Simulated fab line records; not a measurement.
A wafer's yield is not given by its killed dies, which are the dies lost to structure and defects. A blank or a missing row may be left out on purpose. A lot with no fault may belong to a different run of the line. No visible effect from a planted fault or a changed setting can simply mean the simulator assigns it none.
Matching of chambers / flow n5Finfet / rieSi-05 running N5_ZERO_LAYER_ETCH_18: 4 sister chambers
The step etches Si in HBr/Cl2, target depth 120 nm, time 40 s. 8 wafers are shown with their chamber, then 8 later ones without.

## EACH WAFER AND ITS CHAMBER
wafer=L081.2; chamber=0; throttleValvePct (%)=36.97; drypumpMotorCurrentA (A)=6.6
wafer=L083.3; chamber=2; throttleValvePct (%)=35.89; drypumpMotorCurrentA (A)=6.5
wafer=L083.5; chamber=3; throttleValvePct (%)=36.28; drypumpMotorCurrentA (A)=6.6
wafer=L083.6; chamber=2; throttleValvePct (%)=35.88; drypumpMotorCurrentA (A)=6.5
wafer=L084.2; chamber=3; throttleValvePct (%)=36.29; drypumpMotorCurrentA (A)=6.5
wafer=L084.4; chamber=1; throttleValvePct (%)=36.10; drypumpMotorCurrentA (A)=5.7
wafer=L084.6; chamber=1; throttleValvePct (%)=36.12; drypumpMotorCurrentA (A)=5.8
wafer=L085.3; chamber=0; throttleValvePct (%)=36.98; drypumpMotorCurrentA (A)=6.6

## WAFERS WITH NO CHAMBER GIVEN
wafer=L085.4; throttleValvePct (%)=35.88; drypumpMotorCurrentA (A)=6.5
wafer=L085.5; throttleValvePct (%)=36.28; drypumpMotorCurrentA (A)=6.5
wafer=L091.2; throttleValvePct (%)=36.28; drypumpMotorCurrentA (A)=6.5
wafer=L091.4; throttleValvePct (%)=35.86; drypumpMotorCurrentA (A)=6.5
wafer=L091.6; throttleValvePct (%)=35.90; drypumpMotorCurrentA (A)=6.5
wafer=L096.1; throttleValvePct (%)=36.59; drypumpMotorCurrentA (A)=6.5
wafer=L096.3; throttleValvePct (%)=35.88; drypumpMotorCurrentA (A)=6.5
wafer=L096.5; throttleValvePct (%)=35.89; drypumpMotorCurrentA (A)=6.5

## WHICH CHAMBER EACH ONE RAN IN
wafer=L085.4; from the rows above=2; in truth=2
wafer=L085.5; from the rows above=3; in truth=3
wafer=L091.2; from the rows above=3; in truth=3
wafer=L091.4; from the rows above=2; in truth=2
wafer=L091.6; from the rows above=2; in truth=2
wafer=L096.1; from the rows above=3; in truth=3
wafer=L096.3; from the rows above=2; in truth=2
wafer=L096.5; from the rows above=2; in truth=2
Correct placement for 8 of the 8. Left unplaced by these rows: 0. 0 placed wrongly.
How it was worked out, from the rows above alone: a wafer's distance from a chamber is the root of the sum, over the readings, of the square of ((its reading less the chamber's mean) divided by the reading's scatter). The wafer belongs to the nearest chamber; if the next one is less than 2 further off, it can't be placed. A chamber's mean is the mean of its shown wafers. The scatter is the square root of a quotient: the sum, over the shown wafers, of each reading's squared deviation from its chamber's mean, divided by wafers minus chambers.
